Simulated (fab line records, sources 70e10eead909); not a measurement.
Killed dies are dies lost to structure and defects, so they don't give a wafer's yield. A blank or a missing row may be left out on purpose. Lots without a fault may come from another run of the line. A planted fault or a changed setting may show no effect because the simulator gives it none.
A struck lot beside a sound one | flow nand_harc | 15 steps out of a route of 1302
Sound: wafers L691.3, L691.4, L691.6. Struck: wafers L694.2, L694.4, L694.6. The cause comes at the end.
At each step with rows: each side's tool, then ch and its chambers, then its first start. Under that, the readings that differ: sound wafers | struck wafers | difference of the means | sigmas: that difference in standard deviations of wafers without a fault.
alike: readings whose means differ by less than 2 such deviations, and words and numbers that are the same on both sides. not compared: withheld readings, readings that some wafer has no value for, bounds like >300 that may hide the same value, and numbers for which the record gives no deviation and whose values overlap.
The two part at a step that has a row with sigmas, a row that says differs or no value, or rows on one side only. Numbers that don't overlap but have no deviation are shown without sigmas and don't part them. A reading that every wafer of one side lacks parts them only if that side has two wafers or more.

first, 2 steps without rows for these wafers: NHARC_P_GATE_DESCUM_31 (chemistry O2, time 3 s); NHARC_P_GATE_ETCH_104 (etches the open film in CF4/CHF3, target depth 60 nm).
NHARC_P_GATE_HM_OPEN_105: chemistry O2/COS, target depth 360 nm.
  sound on rie_diel-01 ch 2,3; struck on rie_diel-01 ch 2,3
  alike: drypump_motor_current_A, oes_product_au, rf_vpp_V, showerhead_plenum_p_Torr, throttle_valve_pct
  not compared: rf_hours_counter_h
then, 1 step without rows for these wafers: NHARC_P_GATE_STRIP_106 (strips in O2/COS).
NHARC_P_GATE_ETCH_114: etches the open film in CF4/O2, target depth 30 nm, overetch 3 nm, time 16.5 s.
  sound on rie_diel-01 ch 0,3; struck on rie_diel-01 ch 0,1,2
  alike: drypump_motor_current_A, oes_product_au, rf_vpp_V, showerhead_plenum_p_Torr, throttle_valve_pct
  not compared: rf_hours_counter_h
NHARC_P_GATE_ETCH_32: etches the open film in HBr/Cl2, target depth 150 nm, time 100.1 s.
  sound on rie_si-04 ch 1,2,3, day 6 11:31; struck on rie_si-05 ch 0,3, day 7 16:43
  alike: drypump_motor_current_A, oes_product_au, throttle_valve_pct
  not compared: rf_hours_counter_h
NHARC_P_GATE_STRIP_108: strips in O2.
  sound on rie_diel-01 ch 2,3, day 6 11:40; struck on rie_diel-12 ch 1,2, day 7 16:55
  alike: drypump_motor_current_A, oes_product_au, rf_vpp_V, showerhead_plenum_p_Torr, throttle_valve_pct
  not compared: rf_hours_counter_h
NHARC_P_GATE_CD_MEAS_33:
  sound on cd_sem-01, day 6 11:50; struck on cd_sem-03, day 7 17:05
  alike: cd_nm
then, 3 steps without rows for these wafers: NHARC_P_GATE_STRIP_35 (strips in SPM, time 600 s); NHARC_P_GATE_PRECLEAN_73 (cleans in SC1); NHARC_P_GATE_SRD_74.
NHARC_P_GATE_ALD_36: deposits SiNx, target thk 20 nm, pulse time 60 s, ald cycles 223.
  sound on ald_sin-04 ch 0,1,2, day 6 13:22; struck on ald_sin-04 ch 0,1,3, day 7 19:38
  alike: heater_power_outer_w, heater_power_w, precursor_pulse_height_rel
NHARC_P_GATE_ETCHBACK_37: etches the open film in CHF3/O2, target depth 34.5 nm, time 17.2 s.
  sound on rie_diel-09 ch 1,3, day 6 21:52; struck on rie_diel-12 ch 1,2, day 8 03:01
  no value came back on the struck wafers for any of 7 readings (bias_w (W), chamber_pressure_mTorr (mTorr) and others); on the sound wafers bias_w (W) reads 199.3 200.2 199.3
  not compared: rf_hours_counter_h
then, 1 step without rows for these wafers: NHARC_P_GATE_STRIP_101 (strips in O2, time 20 s).
-- the record jumps here: 18 days lie between the struck wafers' starts before and after (it left off in module P_GATE and takes up again in module END, whose first step shown is number 1302 of the route) --
NHARC_END_SORT_01:
  the record has rows for the struck wafers here (prober-02 ch 0, day 26 06:42) and none for the sound ones

WHERE THEY PART
First at NHARC_P_GATE_ETCHBACK_37; last, within this record, at NHARC_END_SORT_01.

WHY: what the simulator had put in
Skipped step whole: rie_diel-12, from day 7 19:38 on, at NHARC_P_GATE_ETCHBACK_37. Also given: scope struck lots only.
